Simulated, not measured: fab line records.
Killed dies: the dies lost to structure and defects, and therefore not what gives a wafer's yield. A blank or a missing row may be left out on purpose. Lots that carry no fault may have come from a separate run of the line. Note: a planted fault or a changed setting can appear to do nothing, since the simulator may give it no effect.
Lot-split experiment :: flow n5-finfet :: 7 lots, 21 wafers read, on a route of 1938 steps

THE SPLIT ITSELF
At N5_BEOL_M7_COAT_71 (time 60 s, resist thk 5 nm), the setting spin-rpm was moved away from the recipe's 1500 rpm on 10 of the 21 wafers read, by -5.3% to +11.1%. For the rest of the wafers, this setting stayed at what the recipe calls for.

FROM SPLIT TO READING: 1 step shown by the file between the two
- N5_BEOL_M7_DESCUM_33: chemistry O2, time 7 s (also split here: time-s)

THE READING
etch.depth-nm (the simulator's own value, which no gauge read), in nm, at N5_BEOL_M7_ETCH_72 (etches underlayer in N2/H2, target depth 6.5 nm, time 5.2 s). There is no usual value for it anywhere in the file. Across the 11 wafers here that went through the recipe, the average is 4.991 nm and the standard deviation 0.012 nm.

wafer: L079.1
tool, chamber at the split: litho-track-03, 0
spin-rpm as run, rpm: 1577
against the recipe: +5.1%
etch.depth-nm, nm: 4.878
against lot-mates on the recipe: -0.125

wafer: L079.2
tool, chamber at the split: litho-track-03, 0
spin-rpm as run, rpm: 1500
against the recipe: recipe
etch.depth-nm, nm: 5.003
against lot-mates on the recipe: -

wafer: L079.3
tool, chamber at the split: litho-track-03, 0
spin-rpm as run, rpm: 1577
against the recipe: +5.1%
etch.depth-nm, nm: 4.879
against lot-mates on the recipe: -0.124

wafer: L078.3
tool, chamber at the split: litho-track-04, 0
spin-rpm as run, rpm: 1500
against the recipe: recipe
etch.depth-nm, nm: 4.997
against lot-mates on the recipe: -

wafer: L078.5
tool, chamber at the split: litho-track-04, 0
spin-rpm as run, rpm: 1500
against the recipe: recipe
etch.depth-nm, nm: 5.003
against lot-mates on the recipe: -

wafer: L078.6
tool, chamber at the split: litho-track-04, 0
spin-rpm as run, rpm: 1500
against the recipe: recipe
etch.depth-nm, nm: 5.009
against lot-mates on the recipe: -

wafer: L084.2
tool, chamber at the split: litho-track-04, 0
spin-rpm as run, rpm: 1584
against the recipe: +5.6%
etch.depth-nm, nm: 4.854
against lot-mates on the recipe: -0.128

wafer: L084.3
tool, chamber at the split: litho-track-04, 0
spin-rpm as run, rpm: 1500
against the recipe: recipe
etch.depth-nm, nm: 4.981
against lot-mates on the recipe: -

wafer: L084.4
tool, chamber at the split: litho-track-04, 0
spin-rpm as run, rpm: 1500
against the recipe: recipe
etch.depth-nm, nm: 4.983
against lot-mates on the recipe: -

wafer: L086.1
tool, chamber at the split: litho-track-03, 0
spin-rpm as run, rpm: 1665
against the recipe: +11.0%
etch.depth-nm, nm: 4.741
against lot-mates on the recipe: no lot-mate on the recipe

wafer: L086.6
tool, chamber at the split: litho-track-03, 0
spin-rpm as run, rpm: 1665
against the recipe: +11.0%
etch.depth-nm, nm: 4.741
against lot-mates on the recipe: no lot-mate on the recipe

wafer: L086.5
tool, chamber at the split: litho-track-03, 0
spin-rpm as run, rpm: 1665
against the recipe: +11.0%
etch.depth-nm, nm: 4.733
against lot-mates on the recipe: no lot-mate on the recipe

wafer: L089.2
tool, chamber at the split: litho-track-03, 0
spin-rpm as run, rpm: 1428
against the recipe: -4.8%
etch.depth-nm, nm: 5.129
against lot-mates on the recipe: +0.131

wafer: L089.5
tool, chamber at the split: litho-track-03, 0
spin-rpm as run, rpm: 1500
against the recipe: recipe
etch.depth-nm, nm: 4.995
against lot-mates on the recipe: -

wafer: L089.6
tool, chamber at the split: litho-track-03, 0
spin-rpm as run, rpm: 1500
against the recipe: recipe
etch.depth-nm, nm: 5
against lot-mates on the recipe: -

wafer: L092.2
tool, chamber at the split: litho-track-02, 0
spin-rpm as run, rpm: 1420
against the recipe: -5.3%
etch.depth-nm, nm: 5.129
against lot-mates on the recipe: +0.152

wafer: L092.3
tool, chamber at the split: litho-track-02, 0
spin-rpm as run, rpm: 1500
against the recipe: recipe
etch.depth-nm, nm: 4.985
against lot-mates on the recipe: -

wafer: L092.6
tool, chamber at the split: litho-track-02, 0
spin-rpm as run, rpm: 1500
against the recipe: recipe
etch.depth-nm, nm: 4.969
against lot-mates on the recipe: -

wafer: L094.2
tool, chamber at the split: litho-track-02, 0
spin-rpm as run, rpm: 1666
against the recipe: +11.1%
etch.depth-nm, nm: 4.727
against lot-mates on the recipe: -0.250

wafer: L094.5
tool, chamber at the split: litho-track-02, 0
spin-rpm as run, rpm: 1500
against the recipe: recipe
etch.depth-nm, nm: 4.977
against lot-mates on the recipe: -

wafer: L094.6
tool, chamber at the split: litho-track-02, 0
spin-rpm as run, rpm: 1666
against the recipe: +11.1%
etch.depth-nm, nm: 4.721
against lot-mates on the recipe: -0.256

FIT RESULTS
A straight line over all 21 wafers: etch.depth-nm changes by -0.0239 nm for each +1% of spin-rpm; r = -1.00; the points scatter about the line by 0.012 nm.
The same after taking each lot's own level away (the mean of its wafers on the recipe; 18 wafers): -0.024 nm for each +1%; r = -1.00; scatter 0.0085 nm.
The reading moves by 0.27 nm for the largest change in spin-rpm, on that fit.
From 4.9770 to 5.0030 nm: that is the span of the lots' own levels, equal to 2.1 times the standard deviation above.
Consequently the slope shifts little with the lot-to-lot level, the two slopes agreeing.
Check: for one of the wafers moved furthest among these (+11.1%), held out of the fit, the line's prediction against its lot-mates is -0.268 nm. It came out at -0.25 nm against them.

OTHER SPLITS ON THESE WAFERS
Other splits were also applied to these wafers ahead of the reading. Each is held against what the fit with the lots' levels taken away leaves over:
other split on the same wafers: N5_BEOL_M5_TRENCH_ETCH_37 source-w
wafers away from the commonest value: 6
r with etch.depth-nm (lot level and that fit taken away): -0.26

other split on the same wafers: N5_BEOL_M6_PECVD_70 time-s
wafers away from the commonest value: 6
r with etch.depth-nm (lot level and that fit taken away): -0.05

other split on the same wafers: N5_BEOL_M6_HM_DEP_02 target-thk-a
wafers away from the commonest value: 4
r with etch.depth-nm (lot level and that fit taken away): +0.01

other split on the same wafers: N5_BEOL_M7_DESCUM_33 time-s
wafers away from the commonest value: 5
r with etch.depth-nm (lot level and that fit taken away): +0.03

THE FILE'S OWN FIT
etch.depth-nm changes by -0.0242 nm for each +1% of spin-rpm, r = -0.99.
